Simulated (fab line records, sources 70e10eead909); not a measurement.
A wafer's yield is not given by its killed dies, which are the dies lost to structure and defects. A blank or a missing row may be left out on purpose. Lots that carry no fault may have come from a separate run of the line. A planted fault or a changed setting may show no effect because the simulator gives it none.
A struck lot beside a sound one / flow nand_harc / 14 out of 1159 route steps
Sound: these wafers, L278.3, L278.5, L278.6. Struck: wafer L287.3; the same lot's L287.5 was not struck, so it is left out; see the end for the cause.
For every step that has rows: the tool of each side, followed by ch and its chambers, followed by its first start. Under that, the readings that differ: sound wafers / struck wafers / difference of the means / sigmas: that difference in standard deviations of wafers without a fault.
alike: a reading whose means differ by less than 2 such deviations, as well as words and numbers matching on both sides. not compared: withheld readings; readings where some wafer has no value; bounds like >300 that might hide an equal value; numbers whose values overlap and for which the record gives no deviation.
Wherever a step has rows on one side only, a row that says differs or no value, or a row with sigmas, the two part there. Numbers that have no deviation but don't overlap get no sigmas and don't part them. A reading that every wafer of one side lacks parts them only if that side has two wafers or more.

first, 4 steps without rows for these wafers: NHARC_A_STAIRCASE_EXPOSE_181 (exposes mask STAIR 2); NHARC_A_STAIRCASE_PEB_182 (peb time 130 s); NHARC_A_STAIRCASE_DEVELOP_183 (time 140 s); NHARC_A_STAIRCASE_HARDBAKE_185 (time 140 s).
NHARC_A_STAIRCASE_DESCUM_186: chemistry O2, time 3 s.
  sound on rie_diel-09 ch 1,2,3, day 14 04:11; struck on rie_diel-09 ch 2, day 16 00:04
reading=rf_vpp_V (V); sound=57.8 58.5 59.0; struck=56.4; difference=-2.0; sigmas=-2
  alike: drypump_motor_current_A, mfc_ar_sccm, oes_product_au, showerhead_plenum_p_Torr, throttle_valve_pct
  not compared: rf_hours_counter_h
then, 1 step without rows for these wafers: NHARC_A_STAIRCASE_TRIM_187 (chemistry O2, time 211.2 s).
NHARC_A_STAIRCASE_ETCH_188: etches the open film in C4F8/O2, target depth 100 nm, time 40.5 s.
  sound on rie_diel-09 ch 0,1,3; struck on rie_diel-09 ch 1
  alike: oes_product_au, rf_vpp_V
  not compared: rf_hours_counter_h
then, 1 step without rows for these wafers: NHARC_A_STAIRCASE_TRIM_189 (chemistry O2, time 211.2 s).
NHARC_A_STAIRCASE_ETCH_190: etches the open film in C4F8/O2, target depth 100 nm, time 40.5 s.
  sound on rie_diel-09 ch 0,3; struck on rie_diel-09 ch 1
  alike: oes_product_au, rf_vpp_V
  not compared: rf_hours_counter_h
NHARC_A_STAIRCASE_TRIM_191: chemistry O2, time 211.2 s.
  sound on rie_diel-09 ch 0,3; struck on rie_diel-09 ch 0
reading=oes_product_au (a.u.); sound=1.018 0.986 1.011; struck=0.966; difference=-0.039; sigmas=-3
reading=rf_vpp_V (V); sound=58.0 57.2 59.0; struck=55.8; difference=-2.3; sigmas=-2
  alike: drypump_motor_current_A, mfc_ar_sccm, run_length_s, showerhead_plenum_p_Torr, throttle_valve_pct
  not compared: rf_hours_counter_h
then, 1 step without rows for these wafers: NHARC_A_STAIRCASE_ETCH_192 (etches the open film in C4F8/O2, target depth 100 nm, time 40.5 s).
NHARC_A_STAIRCASE_TRIM_193: chemistry O2, time 211.2 s.
  sound on rie_diel-09 ch 1,2, day 14 06:11; struck on rie_diel-09 ch 0, day 16 01:53
reading=oes_product_au (a.u.); sound=1.002 1.006 0.999; struck=0.965; difference=-0.037; sigmas=-3
reading=run_length_s (s); sound=233.8 233.0 233.6; struck=178.1; difference=-55.4; sigmas=-99 or more
  alike: drypump_motor_current_A, mfc_ar_sccm, rf_vpp_V, showerhead_plenum_p_Torr, throttle_valve_pct
  not compared: rf_hours_counter_h
NHARC_A_STAIRCASE_ETCH_194: etches the open film in C4F8/O2, target depth 100 nm, time 40.5 s.
  sound on rie_diel-09 ch 0,1,3; struck on rie_diel-09 ch 1
  alike: oes_product_au, rf_vpp_V
  not compared: rf_hours_counter_h
then, 1 step without rows for these wafers: NHARC_END_SORT_01.

## WHERE THEY PART
First at NHARC_A_STAIRCASE_DESCUM_186; last, within this record, at NHARC_A_STAIRCASE_TRIM_193. Later steps at which nothing parts them and some readings are alike: NHARC_A_STAIRCASE_ETCH_194.

WHY: what had been put in by the simulator
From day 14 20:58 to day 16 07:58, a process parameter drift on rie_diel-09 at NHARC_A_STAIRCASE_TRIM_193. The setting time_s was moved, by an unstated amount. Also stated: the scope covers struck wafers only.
